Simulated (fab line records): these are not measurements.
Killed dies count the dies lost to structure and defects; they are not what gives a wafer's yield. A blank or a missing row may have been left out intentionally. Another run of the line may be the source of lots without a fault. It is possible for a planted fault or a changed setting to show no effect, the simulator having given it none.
The tool behind it: which one? :: flow nand_harc :: Sampling: 6 lots, 18 wafers, 5 of 1159 route steps

WHAT THE GAUGES READ, wafer by wafer
NHARC_END_SORT_01.
lot: L288
measured: day 23 20:23
on: prober-02
killed_at_array: 60 41 32

WHICH TOOL RAN EACH LOT (tool, then ch and the chambers of the sampled wafers, then the start)
lot: L273
NHARC_P_ZERO_WELL_RTA_42: rtp_anneal-01 ch 0, day 2 12:59
NHARC_P_STI_DESCUM_14: rie_diel-09 ch 0,1,3, day 3 01:47
NHARC_P_GATE_PRECLEAN_70: wet_bench-02 ch 3,6,7, day 4 09:45
NHARC_P_CONTACT_DEP_00: pecvd-01 ch 0,1,2, no start

lot: L275
NHARC_P_ZERO_WELL_RTA_42: rtp_anneal-02 ch 0, day 3 00:50
NHARC_P_STI_DESCUM_14: rie_diel-01 ch 1,2, day 3 18:22
NHARC_P_GATE_PRECLEAN_70: wet_bench-02 ch 0,4,6, day 5 01:11
NHARC_P_CONTACT_DEP_00: pecvd-02 ch 0,1,2, no start

lot: L279
NHARC_P_ZERO_WELL_RTA_42: rtp_anneal-02 ch 0, day 4 01:05
NHARC_P_STI_DESCUM_14: rie_diel-09 ch 1,2,3, day 4 20:53
NHARC_P_GATE_PRECLEAN_70: wet_bench-02 ch 1,3,7, day 5 22:19
NHARC_P_CONTACT_DEP_00: pecvd-03 ch 0,1, no start

lot: L281
NHARC_P_ZERO_WELL_RTA_42: rtp_anneal-01 ch 0, day 4 12:31
NHARC_P_STI_DESCUM_14: rie_diel-09 ch 1,2,3, day 5 04:50
NHARC_P_GATE_PRECLEAN_70: wet_bench-02 ch 3,4,5, day 6 13:30
NHARC_P_CONTACT_DEP_00: pecvd-03 ch 0,2, no start

lot: L283
NHARC_P_ZERO_WELL_RTA_42: rtp_anneal-01 ch 0, day 5 01:11
NHARC_P_STI_DESCUM_14: rie_diel-09 ch 1,3, day 5 17:29
NHARC_P_GATE_PRECLEAN_70: wet_bench-01 ch 1,3,7, day 7 00:41
NHARC_P_CONTACT_DEP_00: pecvd-02 ch 0,1,2, no start

lot: L288
NHARC_P_ZERO_WELL_RTA_42: rtp_anneal-02 ch 0, day 6 07:04
NHARC_P_STI_DESCUM_14: rie_diel-04 ch 0,2,3, day 7 00:26
NHARC_P_GATE_PRECLEAN_70: wet_bench-02 ch 1,3,6, day 8 07:46
NHARC_P_CONTACT_DEP_00: pecvd-01 ch 1,2, day 23 20:23 or earlier
- NHARC_P_ZERO_WELL_RTA_42: time 300 s.
- NHARC_P_STI_DESCUM_14: chemistry O2, time 3 s.
- NHARC_P_GATE_PRECLEAN_70: cleans in SC1.
- NHARC_P_CONTACT_DEP_00: deposits SiO2, target thk 500 nm.

THE ANSWER, worked out from the rows above alone
Rule: what is usual is taken from the lots themselves. The widest of any qualifying gaps counts: lots, ordered by their means at a reading, are off when they make up no more than a third of the lots, leave a main group of 4 or more, and stand apart from it by 3 or more times the standard deviation of that group's means. A main group whose means are all the same, to the digits that the tables above print for the reading, isn't used. Also off: a lot with no number at a reading for which 4 or more lots have one. Any other lot the step has rows for is counted as sound.
No lot is off on any of the readings shown, so nothing can be concluded from this.

WHAT HAD BEEN PUT IN BY THE SIMULATOR
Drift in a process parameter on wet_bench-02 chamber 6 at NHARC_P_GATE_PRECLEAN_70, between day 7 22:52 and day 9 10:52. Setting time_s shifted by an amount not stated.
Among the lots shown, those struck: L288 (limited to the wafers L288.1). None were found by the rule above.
